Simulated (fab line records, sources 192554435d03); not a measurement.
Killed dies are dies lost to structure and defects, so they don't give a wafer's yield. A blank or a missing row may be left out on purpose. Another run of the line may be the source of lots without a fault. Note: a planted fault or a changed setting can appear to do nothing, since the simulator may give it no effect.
Chamber matching || flow n5_finfet || N5_BEOL_M0_SAQP_PECVD_97 on pecvd-02 has 3 sister chambers
The step deposits SiNx from SiH4/NH3/N2, target thk 23 nm, time 19.9 s. 6 wafers are shown with their chamber, then 7 later ones without.

## EACH WAFER AND ITS CHAMBER
{"wafer": "L082.2", "chamber": 1, "showerhead_plenum_p_Torr (Torr)": 5.12, "throttle_valve_pct (%)": 41.4}
{"wafer": "L085.2", "chamber": 2, "showerhead_plenum_p_Torr (Torr)": 5.05, "throttle_valve_pct (%)": 39.0}
{"wafer": "L085.3", "chamber": 0, "showerhead_plenum_p_Torr (Torr)": 5.18, "throttle_valve_pct (%)": 40.5}
{"wafer": "L085.5", "chamber": 1, "showerhead_plenum_p_Torr (Torr)": 5.13, "throttle_valve_pct (%)": 41.5}
{"wafer": "L086.1", "chamber": 2, "showerhead_plenum_p_Torr (Torr)": 5.04, "throttle_valve_pct (%)": 39.1}
{"wafer": "L086.4", "chamber": 0, "showerhead_plenum_p_Torr (Torr)": 5.20, "throttle_valve_pct (%)": 40.4}

## WAFERS MISSING THEIR CHAMBER
{"wafer": "L086.6", "showerhead_plenum_p_Torr (Torr)": 5.13, "throttle_valve_pct (%)": 41.4}
{"wafer": "L087.1", "showerhead_plenum_p_Torr (Torr)": 5.14, "throttle_valve_pct (%)": 41.4}
{"wafer": "L087.4", "showerhead_plenum_p_Torr (Torr)": 5.20, "throttle_valve_pct (%)": 40.5}
{"wafer": "L087.5", "showerhead_plenum_p_Torr (Torr)": 5.04, "throttle_valve_pct (%)": 39.4}
{"wafer": "L091.1", "showerhead_plenum_p_Torr (Torr)": 5.12, "throttle_valve_pct (%)": 41.3}
{"wafer": "L091.3", "showerhead_plenum_p_Torr (Torr)": 5.04, "throttle_valve_pct (%)": 39.3}
{"wafer": "L091.5", "showerhead_plenum_p_Torr (Torr)": 5.04, "throttle_valve_pct (%)": 39.4}

## WHICH CHAMBER EACH ONE RAN IN
{"wafer": "L086.6", "from the rows above": 1, "in truth": 1}
{"wafer": "L087.1", "from the rows above": 1, "in truth": 1}
{"wafer": "L087.4", "from the rows above": 0, "in truth": 0}
{"wafer": "L087.5", "from the rows above": 2, "in truth": 2}
{"wafer": "L091.1", "from the rows above": 1, "in truth": 1}
{"wafer": "L091.3", "from the rows above": 2, "in truth": 2}
{"wafer": "L091.5", "from the rows above": 2, "in truth": 2}
Correct placement for 7 of the 7. Left unplaced by these rows: 0. Number placed wrongly: 0.
How it was worked out, from the rows above alone: a wafer's distance from a chamber is the root of the sum, over the readings, of the square of ((its reading less the chamber's mean) divided by the reading's scatter). If the next closest chamber is less than 2 further off than the closest, the wafer can't be placed; otherwise it belongs to the closest. A chamber's mean is the mean of its shown wafers. The scatter: the root of (the sum of the squares of (reading less its chamber's mean) over the shown wafers, divided by (wafers less chambers)).
